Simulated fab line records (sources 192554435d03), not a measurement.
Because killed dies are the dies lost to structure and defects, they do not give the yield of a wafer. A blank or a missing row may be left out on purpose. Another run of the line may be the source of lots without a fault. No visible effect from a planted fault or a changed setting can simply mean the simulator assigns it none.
Chamber matching    flow n5Finfet    N5_BEOL_M2_VIA_ETCH_34 on rieDiel-02 has 4 sister chambers
The step etches the open film in C4F6/O2, target depth 69.4 nm, time 65.9 s. 8 wafers are shown with their chamber, then 10 later ones without.

## WAFERS PAIRED WITH THEIR CHAMBERS
wafer   chamber  rfVppV (V)  showerheadPlenumPTorr (Torr)
L080.6  3        668         2.93
L079.6  2        674         2.74
L082.3  2        673         2.73
L082.6  1        693         3.04
L083.5  0        645         2.76
L083.6  1        694         3.04
L090.1  3        668         2.92
L090.2  0        644         2.76

## WAFERS WITH NO CHAMBER GIVEN
wafer   rfVppV (V)  showerheadPlenumPTorr (Torr)
L090.4  695         3.04
L093.3  645         2.75
L093.4  695         3.03
L093.6  693         3.03
L096.1  669         2.91
L096.3  673         2.72
L096.5  644         2.75
L097.1  643         2.75
L097.4  672         2.72
L097.5  644         2.75

## CHAMBER TAKEN BY EACH
wafer   from the rows above  in truth
L090.4  1                    1
L093.3  0                    0
L093.4  1                    1
L093.6  1                    1
L096.1  3                    3
L096.3  2                    2
L096.5  0                    0
L097.1  0                    0
L097.4  2                    2
L097.5  0                    0
Correctly placed: 10 of 10. Not placeable from these rows: 0. Wrongly placed: 0.
How it was worked out, from the rows above alone: a wafer's distance from a chamber is the root of the sum, over the readings, of the square of ((its reading less the chamber's mean) divided by the reading's scatter). If the next closest chamber is less than 2 further off than the closest, the wafer can't be placed; otherwise it belongs to the closest. For every chamber, the mean is computed from those of its wafers that are shown. The scatter is the square root of a quotient: the sum, over the shown wafers, of each reading's squared deviation from its chamber's mean, divided by wafers minus chambers.
